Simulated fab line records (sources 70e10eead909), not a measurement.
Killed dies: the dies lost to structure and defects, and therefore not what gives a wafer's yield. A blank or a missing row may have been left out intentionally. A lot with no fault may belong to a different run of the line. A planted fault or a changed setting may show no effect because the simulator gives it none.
A lot that was struck, set against a sound lot -- flow nand_harc -- 14 steps out of a route of 1302
Sound: the wafers L935.1, L935.3, L935.5. Struck: wafers L943.2, L943.3, L943.4. The cause is named last.
Each step with rows lists, per side, the tool, then ch with its chambers, then its first start. Under that, the readings that differ: sound wafers -- struck wafers -- difference of the means -- sigmas: that difference in standard deviations of wafers without a fault.
alike: words and numbers the same on both sides, and readings whose means are apart by under 2 such deviations; not compared: readings that were withheld, readings missing a value for some wafer, numbers with overlapping values and no deviation given by the record, and bounds like >300 which may hide the same value.
Wherever a step has rows on one side only, a row that says differs or no value, or a row with sigmas, the two part there. Numbers that have no deviation but don't overlap get no sigmas and don't part them. A reading missing from all wafers of one side parts the sides only when that side holds two or more wafers.

first, 9 steps without rows for these wafers: NHARC_P_GATE_STRIP_63 (strips in SPM, time 900 s); NHARC_P_GATE_DEHYDRATE_83 (time 120 s); NHARC_P_GATE_HMDS_84 (time 30 s); NHARC_P_GATE_COAT_85; NHARC_P_GATE_SOFTBAKE_86 (time 95 s); NHARC_P_GATE_EBR_87; NHARC_P_GATE_EXPOSE_88 (exposes mask P HVN, target cd 2000 nm); NHARC_P_GATE_PEB_89 (peb time 85 s); NHARC_P_GATE_DEVELOP_90 (time 70 s).
NHARC_P_GATE_CD_MEAS_91: the cd target is 2000 nm.
  sound on cd_sem-01 ch 0, day 9 23:47; struck on cd_sem-01 ch 0, day 13 03:35
  alike: cd_nm
then, 1 step without rows for these wafers: NHARC_P_GATE_HARDBAKE_92 (time 80 s).
NHARC_P_GATE_DESCUM_93: chemistry O2, time 3 s.
  sound on rie_diel-13 ch 1,2, day 9 23:56; struck on rie_diel-09 ch 0,3, day 13 03:44
reading,sound,struck,difference,sigmas
showerhead_plenum_p_Torr (Torr),2.02 2.00 2.02,1.80 1.98 1.80,-0.15,-2
  alike: drypump_motor_current_A, oes_product_au, rf_vpp_V, throttle_valve_pct
  not compared: rf_hours_counter_h
NHARC_P_GATE_IMPLANT_94:
  sound on implanter-02 ch 0, day 10 00:05; struck on implanter-02, day 13 03:59
  no value came back on the struck wafers for beam_energy_keV, beam_on_s (s), tilt_deg (degrees); on the sound wafers beam_energy_keV reads 60.029 60.012 59.975
NHARC_P_GATE_STRIP_113: strips in N2/H2, time 740 s.
  sound on plasma_asher-02 ch 0,1, day 10 00:19; struck on plasma_asher-02 ch 0,1, day 13 04:10
  alike: drypump_motor_current_A, heater_power_w
  not compared: rf_hours_counter_h

## WHERE THEY PART
Earliest at NHARC_P_GATE_DESCUM_93; latest, in this record, at NHARC_P_GATE_IMPLANT_94. Later steps at which nothing parts them and some readings are alike: NHARC_P_GATE_STRIP_113.

WHY: the cause the simulator had injected
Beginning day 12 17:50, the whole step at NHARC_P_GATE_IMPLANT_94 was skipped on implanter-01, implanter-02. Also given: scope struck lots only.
